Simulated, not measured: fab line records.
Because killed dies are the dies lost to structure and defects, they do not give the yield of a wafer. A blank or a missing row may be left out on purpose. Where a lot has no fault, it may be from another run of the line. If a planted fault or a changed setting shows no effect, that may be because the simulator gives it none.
Matching of chambers    flow nand harc    NHARC_A_DECK1_JOINT_ETCHBACK_00 on rie si-02 has 4 sister chambers
The step etches the open film in HBr, target depth 30 nm, time 17.4 s. 4 wafers are shown with their chamber, then 8 later ones without.

== WAFERS PAIRED WITH THEIR CHAMBERS ==
wafer   chamber  drypump motor current A (A)
L082.1  1        5.6
L084.3  2        5.8
L084.5  0        6.1
L085.2  3        6.3

== WAFERS WHOSE CHAMBER IS MISSING ==
wafer   drypump motor current A (A)
L085.4  5.6
L085.5  6.0
L091.1  6.0
L091.2  6.3
L091.5  5.6
L097.1  6.0
L097.2  5.8
L097.4  5.6

== WHICH CHAMBER EACH WENT THROUGH ==
wafer   from the rows above      in truth
L085.4  1                        1
L085.5  can't be placed: 0 or 2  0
L091.1  can't be placed: 0 or 2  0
L091.2  3                        3
L091.5  1                        1
L097.1  can't be placed: 0 or 2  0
L097.2  2                        2
L097.4  1                        1
5 of 8 placed correctly. Can't be placed from these rows: 3 (the true chamber is among the candidates in 3). Number placed wrongly: 0.
How it was worked out, from the rows above alone: a wafer's distance from a chamber is the root of the sum, over the readings, of the square of ((its reading less the chamber's mean) divided by the reading's scatter). If the next closest chamber is less than 2 further off than the closest, the wafer can't be placed; otherwise it belongs to the closest. Each chamber's mean is taken over the wafers shown for it. The scatter (one wafer shown for each chamber): square how far every hidden wafer sits from the nearest shown wafer, average those squares and take the square root.
